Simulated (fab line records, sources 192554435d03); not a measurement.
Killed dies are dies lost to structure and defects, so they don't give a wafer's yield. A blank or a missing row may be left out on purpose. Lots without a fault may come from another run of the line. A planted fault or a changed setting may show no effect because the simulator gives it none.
Which tool did it? | flow n5_finfet | 22 lots, 66 wafers sampled, at 5 steps of a route of 1938

WHAT THE GAUGES READ, wafer by wafer
N5_GATE_CUT_OVL_MEAS_14.
lot  | measured     | on         | GATE_CUT_OVL (nm)
L074 | day 4 12:20  | overlay-01 | -0.5 0.6 -0.9
L075 | day 4 16:38  | overlay-01 | 0.6 0.4 -0.1
L076 | day 4 22:02  | overlay-02 | -0.7 -0.1 -0.8
L078 | day 5 13:47  | overlay-01 | 0.2 -0.2 0.4
L079 | day 5 17:33  | overlay-01 | -0.4 -0.1 -0.9
L080 | day 5 23:29  | overlay-01 | 0.0 -0.5 0.0
L081 | day 6 07:40  | overlay-02 | 0.3 -0.2 0.2
L082 | day 6 09:44  | overlay-01 | 0.9 -0.6 0.2
L083 | day 6 16:40  | overlay-01 | 0.7 0.4 0.4
L084 | day 6 23:34  | overlay-01 | 1.0 -0.5 1.3
L085 | day 7 07:07  | overlay-02 | 0.0 0.4 -1.1
L086 | day 7 13:10  | overlay-01 | 0.9 0.7 -0.1
L088 | day 7 23:59  | overlay-01 | 0.1 -0.3 -1.0
L090 | day 8 08:25  | overlay-01 | -0.2 0.8 0.3
L089 | day 8 08:52  | overlay-02 | 0.0 0.7 0.5
L091 | day 8 15:52  | overlay-01 | -0.2 0.1 -0.9
L092 | day 9 00:23  | overlay-01 | 0.6 1.4 1.5
L093 | day 9 06:10  | overlay-01 | 0.2 -0.5 0.7
L094 | day 9 10:41  | overlay-01 | -0.4 0.7 0.1
L095 | day 9 16:20  | overlay-01 | 0.0 -0.7 -0.8
L096 | day 9 23:23  | overlay-01 | -0.8 -0.4 -1.0
L097 | day 10 05:35 | overlay-01 | -1.2 -0.4 -0.6

WHICH TOOL RAN EACH LOT (tool, then ch and the chambers of the sampled wafers, then the start)
lot  | N5_HKMG_FIN_STRIP_90              | N5_HKMG_FIN_ALD_21                 | N5_GATE_CUT_STRIP_59               | N5_GATE_CUT_HM_DEP_46
L074 | rie_diel-02 ch 0,1,3, day 4 06:31 | ald_metal-04 ch 2,3, day 4 07:12   | rie_diel-03 ch 0,1,3, day 4 08:58  | pecvd-01 ch 0,2, day 4 11:58
L075 | rie_diel-04 ch 0,1,3, day 4 10:48 | ald_metal-01 ch 0,3, day 4 11:41   | rie_diel-03 ch 1,2,3, day 4 13:22  | pecvd-01 ch 0,1,2, day 4 16:16
L076 | rie_diel-06 ch 0,3, day 4 16:23   | ald_metal-04 ch 0,2, day 4 17:11   | rie_diel-05 ch 0,2,3, day 4 18:51  | pecvd-01 ch 0,1,2, day 4 21:40
L078 | rie_diel-02 ch 0,1,3, day 5 08:14 | ald_metal-04 ch 2,3, day 5 08:56   | rie_diel-05 ch 1,3, day 5 10:36    | pecvd-03 ch 0,1,2, day 5 13:25
L079 | rie_diel-02 ch 0,1, day 5 11:46   | ald_metal-04 ch 0,2,3, day 5 12:28 | rie_diel-05 ch 0,1, day 5 14:19    | pecvd-04 ch 0,1, day 5 17:10
L080 | rie_diel-04 ch 0,1, day 5 17:56   | ald_metal-04 ch 2,3, day 5 18:37   | rie_diel-01 ch 0,1,2, day 5 20:18  | pecvd-01 ch 1,2, day 5 23:07
L081 | rie_diel-02 ch 0,1, day 6 01:38   | ald_metal-04 ch 0,2, day 6 02:19   | rie_diel-05 ch 0,1,2, day 6 04:21  | pecvd-03 ch 0,1, day 6 07:10
L082 | rie_diel-06 ch 0,3, day 6 03:37   | ald_metal-03 ch 0,1,3, day 6 04:17 | rie_diel-03 ch 0,1,2, day 6 05:58  | pecvd-03 ch 0,1,2, day 6 09:14
L083 | rie_diel-02 ch 0,1,3, day 6 10:34 | ald_metal-03 ch 1,2, day 6 11:23   | rie_diel-05 ch 1,2, day 6 13:19    | pecvd-03 ch 0,1,2, day 6 16:18
L084 | rie_diel-02 ch 1,2, day 6 17:44   | ald_metal-01 ch 0,1, day 6 18:33   | rie_diel-01 ch 0,2, day 6 20:13    | pecvd-01 ch 1,2, day 6 23:04
L085 | rie_diel-04 ch 1,2, day 7 01:32   | ald_metal-01 ch 0,2, day 7 02:13   | rie_diel-01 ch 2,3, day 7 03:53    | pecvd-03 ch 1,2, day 7 06:43
L086 | rie_diel-02 ch 0,2,3, day 7 07:17 | ald_metal-03 ch 1,2,3, day 7 07:59 | rie_diel-05 ch 0,1,3, day 7 09:39  | pecvd-01 ch 1,2, day 7 12:39
L088 | rie_diel-04 ch 0,2,3, day 7 18:16 | ald_metal-04 ch 1,2,3, day 7 18:58 | rie_diel-03 ch 0,1,3, day 7 20:39  | pecvd-01 ch 0,1, day 7 23:29
L090 | rie_diel-02 ch 2,3, day 8 02:43   | ald_metal-03 ch 0,1, day 8 03:26   | rie_diel-03 ch 1,3, day 8 05:06    | pecvd-03 ch 0,2, day 8 07:56
L089 | rie_diel-02 ch 0,2,3, day 8 03:08 | ald_metal-01 ch 0,1, day 8 03:52   | rie_diel-01 ch 1,2,3, day 8 05:40  | pecvd-01 ch 0,1, day 8 08:30
L091 | rie_diel-04 ch 0,1,3, day 8 10:12 | ald_metal-03 ch 0,1,2, day 8 10:53 | rie_diel-05 ch 0,1,2, day 8 12:39  | pecvd-01 ch 0,1,2, day 8 15:29
L092 | rie_diel-04 ch 0,2,3, day 8 17:29 | ald_metal-04 ch 0,1, day 8 18:10   | rie_diel-01 ch 0,1,3, day 8 19:56  | pecvd-04 ch 0,2, day 8 23:53
L093 | rie_diel-02 ch 0,2,3, day 9 00:25 | ald_metal-03 ch 1,2, day 9 01:07   | rie_diel-05 ch 0,1,2, day 9 02:55  | pecvd-03 ch 1,2, day 9 05:47
L094 | rie_diel-02 ch 0,2,3, day 9 05:08 | ald_metal-01 ch 0,3, day 9 05:49   | rie_diel-03 ch 0,3, day 9 07:30    | pecvd-04 ch 0,1, day 9 10:19
L095 | rie_diel-04 ch 0,2,3, day 9 10:28 | ald_metal-01 ch 0,2,3, day 9 11:08 | rie_diel-01 ch 0,2,3, day 9 12:53  | pecvd-03 ch 0,2, day 9 15:49
L096 | rie_diel-06 ch 2,3, day 9 17:43   | ald_metal-04 ch 0,1,2, day 9 18:23 | rie_diel-05 ch 0,1,2, day 9 20:04  | pecvd-04 ch 0,1,2, day 9 22:53
L097 | rie_diel-02 ch 1,2,3, day 9 23:26 | ald_metal-01 ch 1,2, day 10 00:07  | rie_diel-03 ch 1,2,3, day 10 02:24 | pecvd-04 ch 1,2, day 10 05:13
- N5_HKMG_FIN_STRIP_90: strips SOC in N2/H2, time 20 s.
- N5_HKMG_FIN_ALD_21: deposits TiN, target thk 1.5 nm, pulse time 1 s, purge time 3 s.
- N5_GATE_CUT_STRIP_59: strips in N2/H2, time 20 s.
- N5_GATE_CUT_HM_DEP_46: deposits SiO2 from TEOS/O2, target thk 130 nm, time 26.6 s.

WHAT THE TOOLS THEMSELVES READ (means of the sampled wafers that have a number; where no wafer has one, the mark that the record gives instead)
N5_HKMG_FIN_STRIP_90.
lot  | tool        | drypump_motor_current_A (A) | n2_flow_sccm (sccm) | oes_product_au (a.u.) | rf_vpp_V (V) | showerhead_plenum_p_Torr (Torr) | throttle_valve_pct (%)
L074 | rie_diel-02 | 5.5                         | 300.1               | 0.88                  | 53.7         | 3.50                            | 19.04
L075 | rie_diel-04 | 5.7                         | 299.5               | 0.83                  | 53.9         | 3.34                            | 19.02
L076 | rie_diel-06 | 6.0                         | 300.8               | 0.70                  | 54.1         | 3.40                            | 19.20
L078 | rie_diel-02 | 5.6                         | 299.1               | 0.86                  | 54.5         | 3.49                            | 19.05
L079 | rie_diel-02 | 5.4                         | 299.0               | 0.86                  | 54.2         | 3.45                            | 19.11
L080 | rie_diel-04 | 5.9                         | 299.3               | 0.84                  | 53.7         | 3.30                            | 18.79
L081 | rie_diel-02 | 5.4                         | 298.6               | 0.85                  | 54.6         | 3.45                            | 19.11
L082 | rie_diel-06 | 6.0                         | 300.2               | 0.69                  | 54.5         | 3.39                            | 19.23
L083 | rie_diel-02 | 5.6                         | 300.1               | 0.84                  | 54.3         | 3.49                            | 19.07
L084 | rie_diel-02 | 5.2                         | 300.6               | 0.73                  | 54.6         | 3.38                            | 19.17
L085 | rie_diel-04 | 6.1                         | 299.8               | 0.79                  | 53.0         | 3.29                            | 19.01
L086 | rie_diel-02 | 5.4                         | 299.7               | 0.83                  | 54.8         | 3.43                            | 19.10
L088 | rie_diel-04 | 6.1                         | 299.9               | 0.74                  | 54.6         | 3.26                            | 18.94
L090 | rie_diel-02 | 5.5                         | 301.0               | 0.82                  | 54.5         | 3.47                            | 19.06
L089 | rie_diel-02 | 5.4                         | 300.8               | 0.83                  | 53.8         | 3.43                            | 19.10
L091 | rie_diel-04 | 5.7                         | 299.9               | 0.80                  | 54.0         | 3.32                            | 19.08
L092 | rie_diel-04 | 6.1                         | 300.4               | 0.74                  | 54.4         | 3.26                            | 18.98
L093 | rie_diel-02 | 5.4                         | 300.4               | 0.81                  | 54.4         | 3.42                            | 19.12
L094 | rie_diel-02 | 5.4                         | 300.2               | 0.81                  | 54.3         | 3.42                            | 19.12
L095 | rie_diel-04 | 6.1                         | 299.0               | 0.73                  | 54.0         | 3.26                            | 18.97
L096 | rie_diel-06 | 5.5                         | 300.2               | 0.70                  | 54.0         | 3.22                            | 19.34
L097 | rie_diel-02 | 5.5                         | 300.0               | 0.76                  | 54.2         | 3.44                            | 19.14

N5_HKMG_FIN_ALD_21.
lot  | tool         | heater_power_w (W) | precursor_pulse_height_rel | susceptor_temp_C (C)
L074 | ald_metal-04 | 782                | 1.026                      | 399.96
L075 | ald_metal-01 | 923                | 0.998                      | 400.02
L076 | ald_metal-04 | 799                | 0.993                      | 400.14
L078 | ald_metal-04 | 824                | 1.003                      | 399.89
L079 | ald_metal-04 | 793                | 0.990                      | 400.01
L080 | ald_metal-04 | 825                | 1.011                      | 400.14
L081 | ald_metal-04 | 798                | 0.991                      | 400.09
L082 | ald_metal-03 | 891                | 0.997                      | 399.99
L083 | ald_metal-03 | 888                | 0.999                      | 400.10
L084 | ald_metal-01 | 965                | 0.966                      | 400.10
L085 | ald_metal-01 | 918                | 0.986                      | 400.06
L086 | ald_metal-03 | 897                | 0.993                      | 400.02
L088 | ald_metal-04 | 824                | 0.993                      | 400.07
L090 | ald_metal-03 | 937                | 1.018                      | 399.96
L089 | ald_metal-01 | 940                | 1.000                      | 400.15
L091 | ald_metal-03 | 896                | 1.004                      | 400.22
L092 | ald_metal-04 | 859                | 0.988                      | 399.94
L093 | ald_metal-03 | 881                | 1.010                      | 400.02
L094 | ald_metal-01 | 909                | 0.984                      | 400.20
L095 | ald_metal-01 | 934                | 1.015                      | 399.74
L096 | ald_metal-04 | 831                | 0.986                      | 400.28
L097 | ald_metal-01 | 990                | 0.994                      | 400.17

N5_GATE_CUT_STRIP_59.
lot  | tool        | drypump_motor_current_A (A) | n2_flow_sccm (sccm) | oes_product_au (a.u.) | rf_vpp_V (V) | showerhead_plenum_p_Torr (Torr) | throttle_valve_pct (%)
L074 | rie_diel-03 | 5.8                         | 300.2               | 0.82                  | 45.6         | 3.41                            | 12.20
L075 | rie_diel-03 | 5.5                         | 300.2               | 0.82                  | 45.2         | 3.35                            | 12.10
L076 | rie_diel-05 | 6.1                         | 300.2               | 0.78                  | 45.5         | 3.39                            | 11.93
L078 | rie_diel-05 | 5.9                         | 299.2               | 0.77                  | 45.6         | 3.51                            | 11.90
L079 | rie_diel-05 | 5.8                         | 299.6               | 0.81                  | 44.5         | 3.29                            | 12.01
L080 | rie_diel-01 | 5.2                         | 299.5               | 0.83                  | 46.4         | 3.42                            | 12.30
L081 | rie_diel-05 | 6.1                         | 300.6               | 0.82                  | 45.5         | 3.42                            | 11.95
L082 | rie_diel-03 | 5.7                         | 300.5               | 0.82                  | 44.6         | 3.32                            | 12.14
L083 | rie_diel-05 | 6.5                         | 299.8               | 0.83                  | 45.5         | 3.56                            | 11.86
L084 | rie_diel-01 | 4.9                         | 300.6               | 0.82                  | 45.4         | 3.41                            | 12.39
L085 | rie_diel-01 | 5.3                         | 299.5               | 0.70                  | 45.3         | 3.27                            | 12.44
L086 | rie_diel-05 | 5.8                         | 299.9               | 0.77                  | 45.3         | 3.39                            | 11.98
L088 | rie_diel-03 | 5.8                         | 299.4               | 0.77                  | 45.4         | 3.40                            | 12.27
L090 | rie_diel-03 | 5.9                         | 299.9               | 0.84                  | 44.7         | 3.38                            | 12.17
L089 | rie_diel-01 | 5.4                         | 300.3               | 0.74                  | 45.7         | 3.34                            | 12.36
L091 | rie_diel-05 | 6.1                         | 300.9               | 0.80                  | 46.3         | 3.42                            | 11.99
L092 | rie_diel-01 | 5.4                         | 299.6               | 0.79                  | 44.8         | 3.37                            | 12.19
L093 | rie_diel-05 | 6.2                         | 299.9               | 0.80                  | 45.7         | 3.41                            | 11.98
L094 | rie_diel-03 | 5.7                         | 300.3               | 0.73                  | 46.5         | 3.41                            | 12.41
L095 | rie_diel-01 | 5.1                         | 300.0               | 0.74                  | 45.5         | 3.33                            | 12.46
L096 | rie_diel-05 | 6.2                         | 300.7               | 0.79                  | 45.4         | 3.41                            | 11.99
L097 | rie_diel-03 | 5.5                         | 300.0               | 0.78                  | 45.9         | 3.33                            | 12.21

N5_GATE_CUT_HM_DEP_46.
lot  | tool     | heater_power_w (W) | showerhead_plenum_p_Torr (Torr) | susceptor_temp_C (C) | throttle_valve_pct (%)
L074 | pecvd-01 | 523                | 8.335                           | 399.93               | 17.8
L075 | pecvd-01 | 526                | 8.348                           | 400.06               | 18.8
L076 | pecvd-01 | 570                | 8.334                           | 400.10               | 18.7
L078 | pecvd-03 | 638                | 8.314                           | 399.96               | 18.9
L079 | pecvd-04 | 620                | 8.328                           | 400.06               | 20.5
L080 | pecvd-01 | 415                | 8.318                           | 399.77               | 19.5
L081 | pecvd-03 | 687                | 8.324                           | 399.76               | 19.3
L082 | pecvd-03 | 655                | 8.316                           | 400.12               | 18.9
L083 | pecvd-03 | 604                | 8.311                           | 400.09               | 18.8
L084 | pecvd-01 | 460                | 8.330                           | 400.27               | 18.4
L085 | pecvd-03 | 636                | 8.320                           | 399.99               | 18.9
L086 | pecvd-01 | 458                | 8.334                           | 399.99               | 19.5
L088 | pecvd-01 | 608                | 8.329                           | 399.83               | 19.8
L090 | pecvd-03 | 552                | 8.318                           | 399.81               | 18.4
L089 | pecvd-01 | 559                | 8.328                           | 400.01               | 19.8
L091 | pecvd-01 | 585                | 8.325                           | 399.76               | 18.7
L092 | pecvd-04 | 480                | 8.297                           | 399.82               | 17.7
L093 | pecvd-03 | 633                | 8.323                           | 399.98               | 18.8
L094 | pecvd-04 | 521                | 8.310                           | 400.08               | 19.6
L095 | pecvd-03 | 590                | 8.313                           | 399.78               | 19.1
L096 | pecvd-04 | 562                | 8.317                           | 400.01               | 19.1
L097 | pecvd-04 | 666                | 8.339                           | 399.71               | 20.2

THE ANSWER, worked out from the rows above alone
Rule: what is usual is taken from the lots themselves. Put in order of their means at a reading, lots are off if they are a third of the lots or fewer, leave a main group of 4 or more, and stand apart from it by a gap of 3 or more times the standard deviation of the main group's means; of several such gaps the widest counts. A main group whose means are all the same, to the digits that the tables above print for the reading, isn't used. A lot without any number at a reading at which 4 lots or more have one is off too. The other lots that the step has rows for count as sound. The gauges are gone through in route order, then the tools' own readings, and for those a lot's mean is taken as printed above. The first step at which some lot is off is used, and at that step the reading that is off furthest; a lot without a number counts as furthest.
No lot is off at any reading shown: from this, nothing can be told.

WHAT THE SIMULATOR HAD PUT IN
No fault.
